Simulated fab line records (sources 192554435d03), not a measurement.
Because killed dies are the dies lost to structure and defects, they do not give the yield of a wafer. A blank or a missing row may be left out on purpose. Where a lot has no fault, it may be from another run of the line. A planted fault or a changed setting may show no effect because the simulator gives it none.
Problem report in the 8D (eight disciplines) form, filled by code -- flow n5-finfet -- the parts of the form that need people (team, actions taken, sign-off) are left out

## 1. THE PROBLEM
At N5_HKMG_FIN_COAT_66, run-length-s averages 76.09 s over 2 wafers from 2 lots, while fault-free wafers read 66.21 s, standard deviation 0.13. Measured from the usual mean, that is +76 standard deviations.
The step: time 60 s, resist thk 300 nm.
First seen on wafer L521.5, day 8 08:17, on litho-track-02. At this step, 30 wafers from 10 lots have a number in the record. Rule for "out" (also "out of limits"): further than 4 standard deviations from the usual mean. The other wafers with a number count as sound.

## 2. WHAT IT IS AND WHAT IT IS NOT
question,is,is not
which readings at this step,run-length-s,-
which lots,"L521, L522","L506, L508, L509, L510, L515, L524, L527, L528"
which wafers of those lots,"L521.5, L522.5","L521.2, L521.6, L522.2, L522.6"
read on which tools,litho-track-02,"litho-track-04, litho-track-05"
when,from day 8 08:17,"up to then (17 sound wafers); but 11 sound wafers of L522, L524, L527, L528 came after"

## 3. SUSPECTS, AND WHAT RULES EACH OUT
Counting: a tool at a process step up to the reading stays a suspect if it ran every lot that is out. Sound lots after the first of them don't rule it out here, since some wafers of a struck lot are sound.
- litho-track-02 at N5_HKMG_FIN_COAT_66 (time 60 s, resist thk 300 nm): kept. Ran every lot that is out, first one L521 (day 8 08:17); last sound lot up to then L515 (day 6 23:32). Its own readings are out on those wafers: run-length-s.
Left after counting: litho-track-02 at N5_HKMG_FIN_COAT_66.

## 4. THE CAUSE (what the simulator had put in)
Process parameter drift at N5_HKMG_FIN_COAT_66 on litho-track-02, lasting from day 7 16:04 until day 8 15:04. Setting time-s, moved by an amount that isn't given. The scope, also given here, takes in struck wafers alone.
Only this tool survived the counting.

## 5. THE CHAIN OF EFFECTS, in route order
One row per reading whose mean, taken over the struck wafers that have a number, lies over 3 standard deviations from the usual. Readings are gone through only where the record gives a usual standard deviation; hours: the median, over the lots, of the time from a lot's start at the first step in this table giving one to that lot's start at this step; sigmas: the change measured in usual standard deviations.
hours,step,reading,usual,on struck wafers,change,sigmas
0,N5_HKMG_FIN_COAT_66,run-length-s,66.21 s,76.09,+9.89,+76
The process steps in it:
- N5_HKMG_FIN_COAT_66: time 60 s, resist thk 300 nm.
Later measuring or inspecting steps at which every struck wafer that the step has a row for has a number for every such reading, and none has moved that far: N5_BEOL_M4_RC_MEAS_101.

## 6. WHAT WOULD HAVE CAUGHT IT SOONER
16 hours passed between the start of the fault at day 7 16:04 and the first reading out of limits in this record, taken at day 8 08:17.
